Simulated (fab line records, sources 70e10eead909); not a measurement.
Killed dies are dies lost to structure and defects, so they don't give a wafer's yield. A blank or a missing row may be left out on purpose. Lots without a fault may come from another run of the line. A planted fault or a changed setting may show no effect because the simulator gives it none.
fab line records | flow nand_harc
record lots=15 wafers=45 last_day=33
route steps=1302 shown A_M1@1191 A_BONDPAD@1213
lots that met no fault: from a run of the same line without faults
start_h: hours from the record's first day to the start of the lot's first wafer shown | wait_h: hours since the lot's step before | " the same as in the row above | L1.1+2: a row that stands for several wafers | - no value, or no start given | * or withheld: withheld | < > ~ a bound
route shown NAME@n: a module of which the file shows steps, and the number in the route of the first | usual: mean/standard deviation of fault-free wafers | same: alike in all rows | chamber/n: place in a boat | sites: the reading at each site | _std_site: their standard deviation | _edge_site: outer sites' mean less inner sites' | radius_mm: how far each site lies from the wafer's centre | mask NAME#n: copy n | behind: the tool/chamber that last shaped the wafer | hold: why the lot was held/for how many hours/how that ended | device: the transistor (n, p or np) that didn't switch | end of line: the same wafers' tests at the end of the route | a step without rows: its recipe alone | killed: dies lost to structure and defects at the first sort, not the wafer's yield | map: a wafer's dies, x killed, . not, _ none there
set.NAME: the setting as run; set.NAME@STEP: as run at that earlier step | model.NAME: the simulator's own value behind a step, which no gauge read
steps of the route over a sample of lots; a table a step, a row a wafer
services: from which hour (start_h, from the record's first day; less than 0 if before it) a tool's chamber was out of use, for how many hours, and why
## steps
# step NHARC_A_M1_PVD_20
# recipe target_thk_a=50 bias_v=168.6 power_w=15000 chamber_pressure_pa=0.12 time_s=8.06 substrate_temp_c=50 material=TaN
# usual throttle_valve_pct=29.4/0.85
# columns lot.wafer tool chamber start_h wait_h throttle_valve_pct
L324.4 pvd_sputter-01 - - - 27.8
L324.6 " - " " 28.7
L324.5 " - " " 29.3
L322.1 pvd_sputter-03 - - - 30.5
L322.4 " - " " 30.0
L322.6 " - " " 29.3
L323.1 pvd_sputter-01 - - - 28.7
L323.3 " - " " 29.1
L323.5 " - " " 28.9
L321.1 pvd_sputter-03 - - - 30.0
L321.2 " - " " 29.3
L321.6 " - " " 30.3
L325.2 pvd_sputter-01 - - - 27.6
L325.4 " - " " 28.8
L325.5 " - " " 29.0
L326.2 pvd_sputter-03 - - - 30.3
L326.4 " - " " 30.2
L326.5 " - " " 29.6
L327.3 pvd_sputter-02 - - - 29.6
L327.4 " - " " 30.0
L327.1 " - " " 30.6
L330.1 pvd_sputter-01 - - - 27.7
L330.2 " - " " 28.6
L330.6 " - " " 28.6
L335.4 pvd_sputter-03 - - - 30.2
L335.6 " - " " 30.2
L335.5 " - " " 29.7
L336.3 pvd_sputter-01 - - - 28.6
L336.1 " - " " 27.8
L336.5 " - " " 28.7
L337.4 pvd_sputter-02 - - - 31.0
L337.1 " - " " 30.2
L337.5 " - " " 30.1
L338.4 pvd_sputter-03 - - - 29.4
L338.2 " - " " 29.2
L338.5 " - " " 29.3
L339.2 pvd_sputter-01 - - - 28.6
L339.4 " - " " 29.2
L339.5 " - " " 27.6
L340.4 pvd_sputter-03 - - - 29.9
L340.6 " - " " 29.0
L340.5 " - " " 29.5
L341.2 pvd_sputter-01 - - - 28.4
L341.4 " - " " 28.5
L341.5 " - " " 28.5
# step NHARC_A_M1_ANNEAL_31
# recipe temp_c=225 time_s=90
# usual wafer_temp_C_max=226.3/0.34
# columns lot.wafer tool chamber start_h wait_h wafer_temp_C_max
L324.4 rtp_anneal-01 0 558.26 - 226.3
L324.5 " 0 " " 226.1
L324.6 " 0 " " 226.2
L322.1 rtp_anneal-02 0 558.68 0.3 226.2
L322.4 " 0 " " 226.8
L322.6 " 0 " " 226.5
L323.1 rtp_anneal-01 0 562.99 0.4 226.0
L323.3 " 0 " " 225.9
L323.5 " 0 " " 226.0
L321.1 rtp_anneal-01 0 564.43 - 226.5
L321.2 " 0 " " 226.3
L321.6 " 0 " " 226.0
L325.2 rtp_anneal-01 0 590.70 0.3 226.5
L325.4 " 0 " " 226.0
L325.5 " 0 " " 226.4
L326.2 rtp_anneal-02 0 596.75 - 226.9
L326.4 " 0 " " 226.4
L326.5 " 0 " " 226.5
L327.1 rtp_anneal-01 0 601.03 0.3 226.1
L327.3 " 0 " " 226.6
L327.4 " 0 " " 225.8
L330.1 rtp_anneal-02 0 642.56 - 226.7
L330.2 " 0 " " 226.9
L330.6 " 0 " " 226.7
L335.4 rtp_anneal-02 0 688.41 - 226.4
L335.5 " 0 " " 226.4
L335.6 " 0 " " 226.3
L336.1 rtp_anneal-01 0 700.99 0.3 226.0
L336.3 " 0 " " 225.7
L336.5 " 0 " " 225.7
L337.1 rtp_anneal-02 0 707.83 0.3 226.2
L337.4 " 0 " " 225.7
L337.5 " 0 " " 226.2
L338.2 rtp_anneal-01 0 722.31 - 225.9
L338.4 " 0 " " 225.7
L338.5 " 0 " " 225.9
L339.2 rtp_anneal-02 0 729.07 - 227.0
L339.4 " 0 " " 226.7
L339.5 " 0 " " 226.5
L340.4 rtp_anneal-02 0 733.49 0.4 226.9
L340.5 " 0 " " 227.1
L340.6 " 0 " " 226.8
L341.2 rtp_anneal-02 0 742.14 - 226.9
L341.4 " 0 " " 226.6
L341.5 " 0 " " 226.7
# step NHARC_A_M1_PRE_CLEAN_32
# recipe time_s=12 temp_c=370 rf_power_w=300 gas=NH3
# usual heater_power_w=614/74
# columns lot.wafer tool chamber start_h wait_h heater_power_w
L324.4 pecvd-04 2 559.09 0.1 657
L324.6 " 0 " " 634
L324.5 " 1 " " 538
L322.1 pecvd-01 1 559.57 0.1 523
L322.4 " 1 " " 541
L322.6 " 2 " " 615
L323.1 pecvd-01 1 563.89 0.1 540
L323.3 " 1 " " 537
L323.5 " 2 " " 614
L321.1 pecvd-04 0 565.31 0.1 727
L321.2 " 2 " " 635
L321.6 " 0 " " 718
L325.2 pecvd-01 1 591.56 0.1 543
L325.4 " 2 " " 638
L325.5 " 1 " " 552
L326.2 pecvd-04 2 597.61 0.1 665
L326.4 " 0 " " 615
L326.5 " 2 " " 675
L327.3 pecvd-04 1 601.91 0.1 452
L327.1 " 2 " " 649
L327.4 " 2 " " 660
L330.2 pecvd-01 1 643.46 0.1 543
L330.1 " 2 " " 630
L330.6 " 2 " " 640
L335.4 pecvd-01 0 689.18 0.1 666
L335.5 " 1 " " 568
L335.6 " 2 " " 589
L336.3 pecvd-02 2 701.87 0.1 572
L336.1 " 0 " " 559
L336.5 " 1 " " 674
L337.1 pecvd-02 1 708.73 0.1 688
L337.4 " 0 " " 554
L337.5 " 1 " " 682
L338.2 pecvd-02 1 723.15 0.1 609
L338.4 " 0 " " 548
L338.5 " 1 " " 592
L339.2 pecvd-04 0 729.91 0.1 717
L339.5 " 1 " " 530
L339.4 " 2 " " 653
L340.4 pecvd-01 0 734.26 0.1 727
L340.5 " 1 " " 479
L340.6 " 2 " " 648
L341.2 pecvd-04 0 742.97 0.1 694
L341.5 " 0 " " 683
L341.4 " 1 " " 506
# step NHARC_A_BONDPAD_PEB_07
# recipe peb_temp_c=128 peb_time_s=80
# usual chill_plate_temp_C=22.99/0.11 exhaust_pa=44.9/0.78
# columns lot.wafer tool chamber start_h wait_h chill_plate_temp_C exhaust_pa
L324.4 litho_track-02 0 560.92 0.0 23.21 44.1
L324.5 " 0 " " 23.04 45.7
L324.6 " 0 " " 22.81 45.0
L322.1 litho_track-05 0 561.64 0.1 22.86 45.9
L322.4 " 0 " " 22.99 45.2
L322.6 " 0 " " 22.94 45.3
L323.1 litho_track-02 0 565.94 0.1 23.06 44.2
L323.3 " 0 " " 22.99 44.1
L323.5 " 0 " " 23.20 46.2
L321.1 litho_track-02 0 567.21 0.1 23.09 44.4
L321.2 " 0 " " 22.98 45.7
L321.6 " 0 " " 23.07 43.9
L325.2 litho_track-02 0 593.30 0.1 22.89 44.4
L325.4 " 0 " " 22.79 45.9
L325.5 " 0 " " 22.69 45.2
L326.2 litho_track-02 - 599.22 0.1 - -
L326.4 " - " " - -
L326.5 " - " " - -
L327.1 litho_track-02 - 603.83 0.1 - -
L327.3 " - " " - -
L327.4 " - " " - -
L330.1 litho_track-05 - 645.11 0.1 - -
L330.2 " - " " - -
L330.6 " - " " - -
L335.4 litho_track-07 0 690.91 0.0 22.80 44.3
L335.5 " 0 " " 22.90 44.1
L335.6 " 0 " " 22.92 43.4
L336.1 litho_track-02 0 703.65 0.1 23.02 44.1
L336.3 " 0 " " 23.03 43.8
L336.5 " 0 " " 23.00 44.2
L337.1 litho_track-05 0 710.46 0.1 23.05 43.9
L337.4 " 0 " " 23.14 44.5
L337.5 " 0 " " 23.08 44.6
L338.2 litho_track-02 0 724.91 0.1 23.11 45.1
L338.4 " 0 " " 23.09 45.5
L338.5 " 0 " " 23.27 46.0
L339.2 litho_track-07 0 731.68 0.1 23.17 44.9
L339.4 " 0 " " 23.15 45.0
L339.5 " 0 " " 23.14 46.1
L340.4 litho_track-02 0 736.00 0.0 22.95 44.7
L340.5 " 0 " " 23.00 44.5
L340.6 " 0 " " 22.92 45.1
L341.2 litho_track-07 0 744.62 0.1 23.17 44.9
L341.4 " 0 " " 23.01 45.5
L341.5 " 0 " " 22.93 45.2
## services
# columns tool chamber start_h hours kind
pecvd-01 0 558.26 10.0 repair
litho_track-02 - 577.00 7.0 pm
pvd_sputter-02 - 578.47 1.1 repair
pecvd-02 - 589.13 13.0 pm
pvd_sputter-01 - 590.89 3.0 repair
litho_track-07 - 601.00 7.0 pm
pecvd-04 - 610.05 0.5 repair
pecvd-04 - 631.34 13.0 pm
pecvd-04 0 631.34 13.0 vent_cycle
pecvd-04 1 631.34 13.0 vent_cycle
pecvd-04 2 631.34 16.9 vent_cycle
pvd_sputter-02 - 638.00 10.0 pm
pecvd-04 0 644.34 - clean
pecvd-04 1 644.34 - clean
litho_track-05 - 649.00 7.0 pm
pecvd-01 - 673.57 13.0 pm
pecvd-01 0 673.57 13.0 vent_cycle
pecvd-01 1 673.57 13.0 vent_cycle
pecvd-01 2 673.57 13.0 vent_cycle
pvd_sputter-03 - 704.03 10.0 pm
pvd_sputter-01 - 709.53 8.4 repair
pecvd-04 - 715.44 1.6 repair
pvd_sputter-02 - 717.65 22.4 repair
rtp_anneal-02 - 744.00 12.0 pm
## key
first_sign step=NHARC_A_BONDPAD_PEB_07 reading=tool_record direction=missing
effect none on later readings
met_at NHARC_A_BONDPAD_PEB_07
struck_lots L326,L327,L330
later_rows_left_out L326.2,L326.4,L326.5,L327.1,L327.3,L327.4,L330.1,L330.2,L330.6
sort_left_out L326.2,L326.4,L326.5,L327.1,L327.3,L327.4,L330.1,L330.2,L330.6
not_acting_at NHARC_A_M1_PVD_20,NHARC_A_M1_ANNEAL_31,NHARC_A_M1_PRE_CLEAN_32
onset_between 593.30 599.22
fault kind=skipped_step_whole tool=litho_track-02,litho_track-05 chamber=- onset_h=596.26 steps=NHARC_A_BONDPAD_PEB_07 scope=struck_lots_only
# sort_left_out: the simulated sort isn't trusted on such a fault, so these wafers' sort isn't shown, and their yield isn't known
# later_rows_left_out: the simulator's readings of these wafers behind a module that went badly wrong aren't trusted and aren't shown, but for the sort
